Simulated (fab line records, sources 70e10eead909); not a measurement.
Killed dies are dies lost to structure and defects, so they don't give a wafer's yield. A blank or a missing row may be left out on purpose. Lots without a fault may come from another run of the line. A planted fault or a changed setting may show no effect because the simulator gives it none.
Which tool did it? | flow nand_harc | 12 lots, 36 wafers sampled, at 5 steps of a route of 1159

WHAT THE GAUGES READ, wafer by wafer
NHARC_END_SORT_01.
lot  | measured     | on        | killed_at_array | killed_at_other | killed_at_periphery | killed_dies | killed_open | killed_short
L572 | day 19 21:25 | prober-02 | 15 18 24        | 0 0 3           | 2 4 4               | 17 22 31    | 1 3 4       | 2 3 1
L574 | day 20 05:58 | prober-02 | 35 30 41        | 0 0 1           | 2 6 3               | 37 36 45    | 2 0 4       | 1 2 4
L580 | day 21 17:05 | prober-02 | 43 38 647       | 1 1 0           | 2 0 4               | 46 39 651   | 0 2 4       | 2 1 4
L579 | day 21 11:05 | prober-01 | 671 44 46       | 0 0 3           | 2 2 4               | 673 46 53   | 1 6 4       | 1 1 2
L587 | day 23 12:50 | prober-01 | 35 30 32        | 1 1 2           | 2 3 2               | 38 34 36    | 1 3 1       | 2 0 1
L589 | day 23 13:37 | prober-02 | 35 33 29        | 0 0 0           | 3 2 3               | 38 35 32    | 2 1 3       | 0 2 0
L588 | day 24 05:12 | prober-02 | 34 28 31        | 0 1 1           | 3 0 1               | 37 29 33    | 2 1 4       | 2 1 3
L594 | day 24 12:58 | prober-02 | 36 31 27        | 1 0 2           | 1 1 4               | 38 32 33    | 2 1 1       | 1 0 1
L592 | day 24 22:20 | prober-02 | 24 31 34        | 0 0 0           | 3 3 2               | 27 34 36    | 3 3 2       | 1 3 2

WHICH TOOL RAN EACH LOT (tool, then ch and the chambers of the sampled wafers, then the start)
lot  | NHARC_A_CONTACT_ETCH_77                       | NHARC_A_CONTACT_ETCH_125             | NHARC_A_CONTACT_ETCH_131             | NHARC_A_CONTACT_ETCH_106
L572 | rie_diel-04 ch 1,2,3, day 16 15:25 or earlier | har_cap_etch-02 ch 0,1, day 16 15:25 | har_cap_etch-02 ch 0,1, day 16 16:16 | rie_diel-03 ch 0,2,3, day 16 17:37
L574 | rie_diel-04 ch 1,3, day 16 18:11 or earlier   | har_cap_etch-01 ch 0,1, day 16 18:11 | har_cap_etch-01 ch 0,1, day 16 19:01 | rie_diel-04 ch 2,3, day 16 20:23
L575 | rie_diel-03 ch 0,3, day 17 00:55 or earlier   | har_cap_etch-02 ch 0,1, day 17 00:55 | har_cap_etch-02 ch 0,1, day 17 01:46 | rie_diel-03 ch 0,2,3, day 17 03:12
L580 | rie_diel-03 ch 1,2,3, day 18 18:49 or earlier | har_cap_etch-03 ch 0, day 18 18:49   | har_cap_etch-03 ch 0, day 18 19:39   | rie_diel-03 ch 0,1,2, day 18 21:10
L579 | rie_diel-03 ch 0,3, day 18 20:29 or earlier   | har_cap_etch-01 ch 0,1, day 18 20:29 | har_cap_etch-01 ch 0,1, day 18 21:20 | rie_diel-03 ch 0,1,2, day 18 22:39
L583 | rie_diel-03 ch 2,3, day 19 15:13 or earlier   | har_cap_etch-02 ch 0,1, day 19 15:13 | har_cap_etch-02 ch 0,1, day 19 16:04 | rie_diel-01 ch 0,3, day 19 17:34
L587 | rie_diel-03 ch 0,2,3, day 20 15:46 or earlier | har_cap_etch-01 ch 1, day 20 15:46   | har_cap_etch-01 ch 1, day 20 16:37   | rie_diel-01 ch 1,2,3, day 20 18:28
L589 | rie_diel-01 ch 2,3, day 20 16:37 or earlier   | har_cap_etch-02 ch 0,1, day 20 16:37 | har_cap_etch-02 ch 0,1, day 20 17:28 | rie_diel-04 ch 2,3, day 20 19:23
L588 | rie_diel-03 ch 0,1,2, day 21 04:17 or earlier | har_cap_etch-01 ch 0,1, day 21 04:17 | har_cap_etch-01 ch 0,1, day 21 05:08 | rie_diel-01 ch 0,2, day 21 06:28
L594 | rie_diel-03 ch 0,2,3, day 21 21:12 or earlier | har_cap_etch-02 ch 0,1, day 21 21:12 | har_cap_etch-02 ch 0,1, day 21 22:03 | rie_diel-04 ch 1,2, day 21 23:27
L592 | rie_diel-03 ch 2,3, day 21 21:34 or earlier   | har_cap_etch-01 ch 0,1, day 21 21:34 | har_cap_etch-01 ch 0,1, day 21 22:25 | rie_diel-03 ch 1,2, day 21 23:47
L595 | rie_diel-03 ch 1,2,3, day 22 11:44 or earlier | har_cap_etch-01 ch 0,1, day 22 11:44 | har_cap_etch-01 ch 0,1, day 22 12:34 | rie_diel-01 ch 0,1,3, day 22 13:58
- NHARC_A_CONTACT_ETCH_77: etches the open film in CF4/CHF3, target depth 72.6 nm, time 36.3 s.
- NHARC_A_CONTACT_ETCH_125: etches the open film in C4F8/O2/Ar, time 155 s, target depth 956 nm.
- NHARC_A_CONTACT_ETCH_131: etches the open film in C4F8/O2/Ar, time 155 s, target depth 956 nm.
- NHARC_A_CONTACT_ETCH_106: etches the open film in CF4/O2, target depth 60 nm, overetch 6 nm, time 33 s.

WHAT THE TOOLS THEMSELVES READ (means of the sampled wafers that have a number; where no wafer has one, the mark that the record gives instead)
NHARC_A_CONTACT_ETCH_77.
lot  | tool        | drypump_motor_current_A (A) | oes_product_au (a.u.) | rf_vpp_V (V) | showerhead_plenum_p_Torr (Torr) | throttle_valve_pct (%)
L572 | rie_diel-04 | 5.7                         | 0.964                 | 370.8        | 1.57                            | 16.809
L574 | rie_diel-04 | 5.8                         | 0.921                 | 371.1        | 1.58                            | 16.799
L575 | rie_diel-03 | 5.5                         | 0.941                 | 367.8        | 1.51                            | 16.793
L580 | rie_diel-03 | 5.8                         | 0.912                 | 368.5        | 1.52                            | 16.808
L579 | rie_diel-03 | 5.5                         | 0.909                 | 368.6        | 1.51                            | 16.801
L583 | rie_diel-03 | 5.9                         | 0.911                 | 367.8        | 1.48                            | 16.814
L587 | rie_diel-03 | 5.7                         | 0.916                 | 367.7        | 1.49                            | 16.806
L589 | rie_diel-01 | 5.8                         | 0.936                 | 369.8        | 1.55                            | 16.797
L588 | rie_diel-03 | 5.6                         | 0.929                 | 369.2        | 1.53                            | 16.805
L594 | rie_diel-03 | 5.7                         | 0.925                 | 367.8        | 1.49                            | 16.808
L592 | rie_diel-03 | 6.0                         | 0.926                 | 367.5        | 1.47                            | 16.802
L595 | rie_diel-03 | 5.8                         | 0.917                 | 368.0        | 1.52                            | 16.799

NHARC_A_CONTACT_ETCH_125.
lot  | tool            | oes_air_line_au (a.u.)
L572 | har_cap_etch-02 | 0.987
L574 | har_cap_etch-01 | 1.011
L575 | har_cap_etch-02 | 0.989
L580 | har_cap_etch-03 | 0.998
L579 | har_cap_etch-01 | 1.002
L583 | har_cap_etch-02 | 1.001
L587 | har_cap_etch-01 | 0.984
L589 | har_cap_etch-02 | 0.992
L588 | har_cap_etch-01 | 0.992
L594 | har_cap_etch-02 | 0.993
L592 | har_cap_etch-01 | 0.984
L595 | har_cap_etch-01 | 0.999

NHARC_A_CONTACT_ETCH_131.
lot  | tool            | oes_air_line_au (a.u.)
L572 | har_cap_etch-02 | 0.991
L574 | har_cap_etch-01 | 0.996
L575 | har_cap_etch-02 | 1.006
L580 | har_cap_etch-03 | 1.002
L579 | har_cap_etch-01 | 1.008
L583 | har_cap_etch-02 | 0.983
L587 | har_cap_etch-01 | 1.012
L589 | har_cap_etch-02 | 1.004
L588 | har_cap_etch-01 | 1.017
L594 | har_cap_etch-02 | 0.990
L592 | har_cap_etch-01 | 1.002
L595 | har_cap_etch-01 | 0.997

NHARC_A_CONTACT_ETCH_106.
lot  | tool        | drypump_motor_current_A (A) | oes_product_au (a.u.) | rf_vpp_V (V) | showerhead_plenum_p_Torr (Torr) | throttle_valve_pct (%)
L572 | rie_diel-03 | 5.7                         | 0.994                 | 196.3        | 1.27                            | 13.406
L574 | rie_diel-04 | 5.5                         | 0.996                 | 197.2        | 1.31                            | 13.389
L575 | rie_diel-03 | 5.7                         | 0.991                 | 196.9        | 1.27                            | 13.400
L580 | rie_diel-03 | 5.6                         | 0.976                 | 196.9        | 1.30                            | 13.403
L579 | rie_diel-03 | 5.6                         | 0.982                 | 197.0        | 1.30                            | 13.410
L583 | rie_diel-01 | 5.5                         | 0.986                 | 197.1        | 1.32                            | 13.400
L587 | rie_diel-01 | 5.5                         | 1.011                 | 198.0        | 1.34                            | 13.400
L589 | rie_diel-04 | 5.5                         | 0.985                 | 197.7        | 1.31                            | 13.400
L588 | rie_diel-01 | 5.9                         | 0.983                 | 197.7        | 1.36                            | 13.395
L594 | rie_diel-04 | 5.6                         | 0.997                 | 196.7        | 1.31                            | 13.399
L592 | rie_diel-03 | 5.7                         | 1.000                 | 197.9        | 1.32                            | 13.403
L595 | rie_diel-01 | 5.4                         | 0.981                 | 197.7        | 1.34                            | 13.401

THE ANSWER, worked out from the rows above alone
Rule: what is usual is taken from the lots themselves. Put in order of their means at a reading, lots are off if they are a third of the lots or fewer, leave a main group of 4 or more, and stand apart from it by a gap of 3 or more times the standard deviation of the main group's means; of several such gaps the widest counts. A main group whose means are all the same, to the digits that the tables above print for the reading, isn't used. A lot without any number at a reading at which 4 lots or more have one is off too. The other lots that the step has rows for count as sound. The gauges are gone through in route order, then the tools' own readings, and for those a lot's mean is taken as printed above. The first step at which some lot is off is used, and at that step the reading that is off furthest; a lot without a number counts as furthest.
Off: L580, L579, at NHARC_END_SORT_01 (killed_dies). The main group: mean 33, standard deviation 4.6. Neither off nor sound, because the step has no rows for them: L575, L583, L595.
A tool fits if, at a process step before that reading, it ran every lot that is off, and no sound lot after the first of them. The gauges at NHARC_END_SORT_01 are tried like those tools. NHARC_A_CONTACT_ETCH_77 gives no start for some lots, so the hours and the order of its lots are those of NHARC_A_CONTACT_ETCH_125. None of those tried fits.

WHAT THE SIMULATOR HAD PUT IN
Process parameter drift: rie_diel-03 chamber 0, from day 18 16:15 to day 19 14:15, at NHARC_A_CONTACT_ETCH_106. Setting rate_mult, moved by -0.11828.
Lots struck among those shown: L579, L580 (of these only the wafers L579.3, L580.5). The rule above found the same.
